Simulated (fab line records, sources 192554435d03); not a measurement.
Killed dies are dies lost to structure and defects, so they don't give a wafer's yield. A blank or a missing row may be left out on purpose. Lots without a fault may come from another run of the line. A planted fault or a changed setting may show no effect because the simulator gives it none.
Which tool did it? | flow n5_finfet | 24 lots, 72 wafers sampled, at 5 steps of a route of 1938

WHAT THE GAUGES READ, wafer by wafer
N5_BEOL_M0_SAQP_OVL_MEAS_41. Usual: M0_CUT1_OVL 0.3 nm, standard deviation 0.7.
lot  | measured     | on         | M0_CUT1_OVL (nm) | flag
L076 | day 6 09:59  | overlay-02 | 0.6 1.1 0.7      |
L075 | day 6 12:47  | overlay-02 | 1.1 1.5 -0.2     |
L077 | day 6 17:03  | overlay-02 | 1.5 1.6 1.9      |
L078 | day 6 22:43  | overlay-01 | 0.7 0.8 0.9      |
L074 | day 6 23:52  | overlay-01 | -0.3 0.0 -1.0    |
L079 | day 7 00:02  | overlay-01 | -0.9 0.4 -0.4    |
L080 | day 7 03:58  | overlay-01 | -0.4 1.1 -0.3    |
L081 | day 7 09:01  | overlay-01 | 0.6 0.7 0.9      |
L082 | day 7 18:19  | overlay-02 | 0.3 -0.2 -0.8    |
L083 | day 7 23:05  | overlay-02 | 0.4 1.4 0.3      |
L084 | day 8 08:42  | overlay-02 | 0.3 -0.2 -0.7    |
L085 | day 8 10:11  | overlay-01 | 0.1 -0.4 -0.1    |
L086 | day 8 21:49  | overlay-01 | -0.4 0.1 0.5     |
L087 | day 9 05:19  | overlay-02 | 1.2 -0.5 0.2     |
L088 | day 9 09:19  | overlay-02 | 1.6 0.5 0.9      |
L090 | day 9 15:39  | overlay-01 | 0.1 0.4 1.4      |
L089 | day 9 16:38  | overlay-02 | 0.2 -0.4 -0.1    |
L091 | day 10 01:39 | overlay-01 | -0.1 0.0 -0.3    |
L092 | day 10 05:08 | overlay-02 | -0.5 -1.3 -0.5   |
L093 | day 10 08:25 | overlay-02 | -0.2 0.7 0.2     |
L094 | day 10 22:15 | overlay-02 | 0.2 0.5 0.7      |
L095 | day 11 02:23 | overlay-01 | 0.3 0.6 -0.3     |
L096 | day 11 09:21 | overlay-01 | 0.2 0.1 0.0      |
L097 | day 11 18:05 | overlay-01 | 0.8 1.9 -0.7     |

WHICH TOOL RAN EACH LOT (tool, then ch and the chambers of the sampled wafers, then the start)
lot  | N5_BEOL_M0_SAQP_HM_DEP_111      | N5_BEOL_M0_SAQP_MANDREL1_REMOVE_100 | N5_BEOL_M0_SAQP_RECESS_104         | N5_BEOL_M0_SAQP_STRIP_108
L076 | pecvd-04 ch 0,2, day 6 04:55    | rie_si-05 ch 1,2, day 6 07:47       | vapor_etch-01 ch 0,1, day 6 08:09  | rie_diel-02 ch 0,1,2, day 6 08:42
L075 | pecvd-02 ch 0,1,2, day 6 08:04  | rie_si-03 ch 0,1, day 6 10:03       | vapor_etch-02 ch 0,1, day 6 10:33  | rie_diel-04 ch 0,1,3, day 6 11:12
L077 | pecvd-02 ch 1,2, day 6 12:17    | rie_si-03 ch 0,1, day 6 14:51       | vapor_etch-02 ch 0, day 6 15:13    | rie_diel-02 ch 0,1,2, day 6 15:46
L078 | pecvd-02 ch 0,1,2, day 6 18:07  | rie_si-02 ch 0,1,2, day 6 20:22     | vapor_etch-02 ch 0,1, day 6 20:52  | rie_diel-06 ch 1,2, day 6 21:17
L074 | pecvd-04 ch 0,1, day 6 19:06    | rie_si-02 ch 0,3, day 6 21:24       | vapor_etch-01 ch 0,1, day 6 21:49  | rie_diel-04 ch 0,3, day 6 22:26
L079 | pecvd-02 ch 0,1,2, day 6 19:12  | rie_si-03 ch 0,2, day 6 21:25       | vapor_etch-02 ch 0,1, day 6 22:01  | rie_diel-04 ch 0,1, day 6 22:34
L080 | pecvd-02 ch 0,1, day 6 23:02    | rie_si-05 ch 1,2, day 7 01:41       | vapor_etch-01 ch 0,1, day 7 02:04  | rie_diel-04 ch 0,1,3, day 7 02:37
L081 | pecvd-02 ch 0,2, day 7 04:01    | rie_si-02 ch 0,1,3, day 7 06:30     | vapor_etch-01 ch 1, day 7 06:53    | rie_diel-04 ch 0,1, day 7 07:26
L082 | pecvd-02 ch 1,2, day 7 13:46    | rie_si-05 ch 0,1,3, day 7 15:59     | vapor_etch-01 ch 0,1, day 7 16:22  | rie_diel-06 ch 0,1,3, day 7 16:55
L083 | pecvd-03 ch 0,2, day 7 18:22    | rie_si-05 ch 0,1,3, day 7 20:38     | vapor_etch-01 ch 0,1, day 7 21:01  | rie_diel-02 ch 0,3, day 7 21:34
L084 | pecvd-03 ch 0,1, day 8 03:01    | rie_si-03 ch 1,2,3, day 8 05:53     | vapor_etch-01 ch 0,1, day 8 06:16  | rie_diel-04 ch 0,1, day 8 06:48
L085 | pecvd-04 ch 0, day 8 05:25      | rie_si-03 ch 0,1,3, day 8 07:36     | vapor_etch-02 ch 1, day 8 08:10    | rie_diel-04 ch 1,3, day 8 08:43
L086 | pecvd-03 ch 0,1,2, day 8 17:17  | rie_si-02 ch 0,3, day 8 19:13       | vapor_etch-01 ch 0,1, day 8 19:35  | rie_diel-06 ch 0,2,3, day 8 20:08
L087 | pecvd-02 ch 0,1, day 9 00:57    | rie_si-03 ch 1,2,3, day 9 02:56     | vapor_etch-01 ch 0,1, day 9 03:18  | rie_diel-02 ch 1,2, day 9 03:55
L088 | pecvd-03 ch 0,1,2, day 9 04:39  | rie_si-05 ch 1,2,3, day 9 06:55     | vapor_etch-01 ch 1, day 9 07:20    | rie_diel-06 ch 0,3, day 9 07:53
L090 | pecvd-03 ch 0,1,2, day 9 09:46  | rie_si-02 ch 2,3, day 9 13:12       | vapor_etch-02 ch 0,1, day 9 13:34  | rie_diel-04 ch 1,3, day 9 14:07
L089 | pecvd-02 ch 0,1, day 9 11:57    | rie_si-03 ch 1,2,3, day 9 14:08     | vapor_etch-02 ch 0,1, day 9 14:31  | rie_diel-06 ch 0,1,3, day 9 15:10
L091 | pecvd-04 ch 0,1, day 9 20:59    | rie_si-03 ch 2,3, day 9 23:19       | vapor_etch-02 ch 0,1, day 9 23:48  | rie_diel-02 ch 0,1,3, day 10 00:14
L092 | pecvd-02 ch 0,1, day 10 00:35   | rie_si-05 ch 0,1, day 10 02:28      | vapor_etch-02 ch 0,1, day 10 02:56 | rie_diel-04 ch 1,3, day 10 03:41
L093 | pecvd-02 ch 0,1, day 10 03:55   | rie_si-03 ch 1,2,3, day 10 06:00    | vapor_etch-01 ch 0,1, day 10 06:22 | rie_diel-04 ch 0,3, day 10 07:00
L094 | pecvd-03 ch 0,1,2, day 10 15:55 | rie_si-03 ch 0,3, day 10 19:08      | vapor_etch-02 ch 0,1, day 10 19:31 | rie_diel-02 ch 0,2,3, day 10 20:08
L095 | pecvd-03 ch 0,2, day 10 19:41   | rie_si-02 ch 2,3, day 10 22:08      | vapor_etch-02 ch 0,1, day 10 22:30 | rie_diel-04 ch 1,2,3, day 10 23:03
L096 | pecvd-02 ch 0,2, day 11 04:52   | rie_si-02 ch 0,1,2, day 11 07:08    | vapor_etch-01 ch 0,1, day 11 07:31 | rie_diel-02 ch 0,2,3, day 11 08:04
L097 | pecvd-02 ch 0,2, day 11 13:05   | rie_si-02 ch 1,3, day 11 15:16      | vapor_etch-01 ch 0,1, day 11 15:45 | rie_diel-06 ch 0,1,2, day 11 16:18
- N5_BEOL_M0_SAQP_HM_DEP_111: deposits SiO2 from SiH4/N2O, target thk 12 nm, time 7.2 s.
- N5_BEOL_M0_SAQP_MANDREL1_REMOVE_100: chemistry HBr/Cl2/O2, target a-Si, stops on SiNx, bt time 10 s.
- N5_BEOL_M0_SAQP_RECESS_104: chemistry HF/NH3, target SiO2, target depth 18 nm, afs cycles 3, sublimation time 60 s.
- N5_BEOL_M0_SAQP_STRIP_108: strips in N2/H2.

WHAT THE TOOLS THEMSELVES READ (means of the sampled wafers that have a number; where no wafer has one, the mark that the record gives instead)
N5_BEOL_M0_SAQP_HM_DEP_111. Usual: heater_power_w 752 W, standard deviation 110; rf_fwd_power_W 272.4 W, standard deviation 1; showerhead_plenum_p_Torr 8.19 Torr, standard deviation 0.074.
lot  | tool     | heater_power_w (W) | rf_fwd_power_W (W) | showerhead_plenum_p_Torr (Torr) | flag
L076 | pecvd-04 | 815                | 272.6              | 8.12                            |
L075 | pecvd-02 | 772                | 272.0              | 8.17                            |
L077 | pecvd-02 | 743                | 273.1              | 8.15                            |
L078 | pecvd-02 | 769                | 272.8              | 8.18                            |
L074 | pecvd-04 | 682                | 272.2              | 8.22                            |
L079 | pecvd-02 | 778                | 272.6              | 8.17                            |
L080 | pecvd-02 | 873                | 272.2              | 8.17                            |
L081 | pecvd-02 | 653                | 272.7              | 8.18                            |
L082 | pecvd-02 | 700                | 272.2              | 8.17                            |
L083 | pecvd-03 | 680                | 271.5              | 8.20                            |
L084 | pecvd-03 | 809                | 272.0              | 8.13                            |
L085 | pecvd-04 | 610                | 272.3              | 8.13                            |
L086 | pecvd-03 | 690                | 273.4              | 8.18                            |
L087 | pecvd-02 | 868                | 272.2              | 8.15                            |
L088 | pecvd-03 | 712                | 271.9              | 8.18                            |
L090 | pecvd-03 | 735                | 271.9              | 8.17                            |
L089 | pecvd-02 | 866                | 272.4              | 8.15                            |
L091 | pecvd-04 | 681                | 271.5              | 8.24                            |
L092 | pecvd-02 | 856                | 273.2              | 8.16                            |
L093 | pecvd-02 | 875                | 273.1              | 8.16                            |
L094 | pecvd-03 | 754                | 272.5              | 8.18                            |
L095 | pecvd-03 | 611                | 272.9              | 8.20                            |
L096 | pecvd-02 | 698                | 272.8              | 8.18                            |
L097 | pecvd-02 | 779                | 273.0              | 8.19                            |

N5_BEOL_M0_SAQP_MANDREL1_REMOVE_100. Usual: drypump_motor_current_A 5.7 A, standard deviation 0.43; oes_product_au 1.003 a.u., standard deviation 0.01; rf_fwd_power_W 597.5 W, standard deviation 1.8; throttle_valve_pct 36.72 %, standard deviation 0.29.
lot  | tool      | drypump_motor_current_A (A) | oes_product_au (a.u.) | rf_fwd_power_W (W) | throttle_valve_pct (%) | flag
L076 | rie_si-05 | 5.4                         | 1.006                 | 599.8              | 36.50                  |
L075 | rie_si-03 | 5.7                         | 1.006                 | 595.9              | 37.00                  |
L077 | rie_si-03 | 5.7                         | 1.004                 | 596.7              | 36.98                  |
L078 | rie_si-02 | 5.6                         | 1.007                 | 598.6              | 36.42                  |
L074 | rie_si-02 | 5.8                         | 1.003                 | 597.1              | 36.69                  |
L079 | rie_si-03 | 5.8                         | 0.996                 | 597.2              | 36.91                  |
L080 | rie_si-05 | 5.4                         | 0.999                 | 598.4              | 36.51                  |
L081 | rie_si-02 | 5.6                         | 1.004                 | 596.8              | 36.63                  |
L082 | rie_si-05 | 5.3                         | 1.011                 | 599.0              | 36.87                  |
L083 | rie_si-05 | 5.3                         | 1.002                 | 597.9              | 36.87                  |
L084 | rie_si-03 | 5.9                         | 1.002                 | 597.6              | 36.91                  |
L085 | rie_si-03 | 5.8                         | 1.005                 | 596.7              | 36.90                  |
L086 | rie_si-02 | 5.8                         | 1.000                 | 596.5              | 36.69                  |
L087 | rie_si-03 | 5.8                         | 1.004                 | 597.9              | 36.90                  |
L088 | rie_si-05 | 5.4                         | 1.010                 | 597.1              | 36.73                  |
L090 | rie_si-02 | 6.2                         | 1.017                 | 598.5              | 36.32                  |
L089 | rie_si-03 | 5.9                         | 0.990                 | 596.9              | 36.90                  |
L091 | rie_si-03 | 6.1                         | 0.999                 | 597.7              | 36.71                  |
L092 | rie_si-05 | 5.2                         | 0.998                 | 598.8              | 36.78                  |
L093 | rie_si-03 | 5.9                         | 1.003                 | 595.9              | 36.89                  |
L094 | rie_si-03 | 5.9                         | 0.995                 | 597.2              | 36.81                  |
L095 | rie_si-02 | 6.2                         | 1.006                 | 595.7              | 36.33                  |
L096 | rie_si-02 | 5.7                         | 1.015                 | 597.5              | 36.33                  |
L097 | rie_si-02 | 5.7                         | 1.005                 | 596.3              | 36.61                  |

N5_BEOL_M0_SAQP_RECESS_104. Usual: drypump_motor_current_A 5.3 A, standard deviation 0.49.
lot  | tool          | drypump_motor_current_A (A) | flag
L076 | vapor_etch-01 | 5.2                         |
L075 | vapor_etch-02 | 5.8                         |
L077 | vapor_etch-02 | 4.9                         |
L078 | vapor_etch-02 | 5.3                         |
L074 | vapor_etch-01 | 5.2                         |
L079 | vapor_etch-02 | 5.8                         |
L080 | vapor_etch-01 | 5.1                         |
L081 | vapor_etch-01 | 5.0                         |
L082 | vapor_etch-01 | 5.1                         |
L083 | vapor_etch-01 | 5.1                         |
L084 | vapor_etch-01 | 5.1                         |
L085 | vapor_etch-02 | 6.2                         |
L086 | vapor_etch-01 | 5.2                         |
L087 | vapor_etch-01 | 5.1                         |
L088 | vapor_etch-01 | 5.1                         |
L090 | vapor_etch-02 | 5.8                         |
L089 | vapor_etch-02 | 5.3                         |
L091 | vapor_etch-02 | 5.8                         |
L092 | vapor_etch-02 | 5.8                         |
L093 | vapor_etch-01 | 5.2                         |
L094 | vapor_etch-02 | 5.8                         |
L095 | vapor_etch-02 | 5.8                         |
L096 | vapor_etch-01 | 5.2                         |
L097 | vapor_etch-01 | 5.2                         |

N5_BEOL_M0_SAQP_STRIP_108. Usual: drypump_motor_current_A 5.9 A, standard deviation 0.35; oes_product_au 0.78 a.u., standard deviation 0.097; rf_fwd_power_W 490.4 W, standard deviation 2.7; rf_vpp_V 121.8 V, standard deviation 0.89; showerhead_plenum_p_Torr 3.35 Torr, standard deviation 0.11; throttle_valve_pct 19.2 %, standard deviation 0.34.
lot  | tool        | drypump_motor_current_A (A) | oes_product_au (a.u.) | rf_fwd_power_W (W) | rf_vpp_V (V) | showerhead_plenum_p_Torr (Torr) | throttle_valve_pct (%) | flag
L076 | rie_diel-02 | 5.9                         | 0.81                  | 489.9              | 122.0        | 3.33                            | 19.3                   |
L075 | rie_diel-04 | 5.9                         | 0.75                  | 490.5              | 122.2        | 3.32                            | 19.2                   |
L077 | rie_diel-02 | 5.9                         | 0.81                  | 490.7              | 121.5        | 3.33                            | 19.3                   |
L078 | rie_diel-06 | 6.0                         | 0.71                  | 490.1              | 121.0        | 3.28                            | 19.0                   |
L074 | rie_diel-04 | 6.0                         | 0.75                  | 491.0              | 121.7        | 3.27                            | 19.2                   |
L079 | rie_diel-04 | 6.0                         | 0.68                  | 492.4              | 121.8        | 3.28                            | 19.3                   |
L080 | rie_diel-04 | 5.8                         | 0.74                  | 489.6              | 121.9        | 3.32                            | 19.2                   |
L081 | rie_diel-04 | 6.0                         | 0.67                  | 492.5              | 121.1        | 3.28                            | 19.3                   |
L082 | rie_diel-06 | 5.9                         | 0.81                  | 490.7              | 122.0        | 3.29                            | 19.0                   |
L083 | rie_diel-02 | 6.4                         | 0.78                  | 488.9              | 121.6        | 3.26                            | 19.2                   |
L084 | rie_diel-04 | 6.0                         | 0.67                  | 493.0              | 121.2        | 3.27                            | 19.4                   |
L085 | rie_diel-04 | 5.7                         | 0.72                  | 490.8              | 121.7        | 3.35                            | 19.3                   |
L086 | rie_diel-06 | 5.9                         | 0.82                  | 492.5              | 122.1        | 3.40                            | 18.9                   |
L087 | rie_diel-02 | 5.5                         | 0.86                  | 489.3              | 122.4        | 3.41                            | 19.2                   |
L088 | rie_diel-06 | 5.9                         | 0.85                  | 492.1              | 121.7        | 3.32                            | 19.2                   |
L090 | rie_diel-04 | 5.6                         | 0.72                  | 491.7              | 121.1        | 3.35                            | 19.3                   |
L089 | rie_diel-06 | 5.9                         | 0.90                  | 490.9              | 121.8        | 3.42                            | 18.9                   |
L091 | rie_diel-02 | 6.1                         | 0.77                  | 488.7              | 121.3        | 3.31                            | 19.3                   |
L092 | rie_diel-04 | 5.7                         | 0.71                  | 490.4              | 121.9        | 3.35                            | 19.3                   |
L093 | rie_diel-04 | 6.0                         | 0.72                  | 490.7              | 120.7        | 3.25                            | 19.3                   |
L094 | rie_diel-02 | 5.9                         | 0.81                  | 488.4              | 121.8        | 3.33                            | 19.1                   |
L095 | rie_diel-04 | 5.5                         | 0.75                  | 489.8              | 121.9        | 3.41                            | 19.1                   |
L096 | rie_diel-02 | 5.9                         | 0.81                  | 490.1              | 121.2        | 3.33                            | 19.1                   |
L097 | rie_diel-06 | 6.0                         | 0.84                  | 491.2              | 123.0        | 3.49                            | 18.7                   |

THE ANSWER, worked out from the rows above alone
Rule: a lot is off if the mean of its wafers that have a number lies more than 3 standard deviations from the usual mean. A lot without any number at a reading at which 4 lots or more have one is off too. The other lots that the step has rows for count as sound. The gauges are gone through in route order, then the tools' own readings, and for those a lot's mean is taken as printed above. The first step at which some lot is off is used, and at that step the reading that is off furthest; a lot without a number counts as furthest.
No lot is off at any reading shown: from this, nothing can be told.

WHAT THE SIMULATOR HAD PUT IN
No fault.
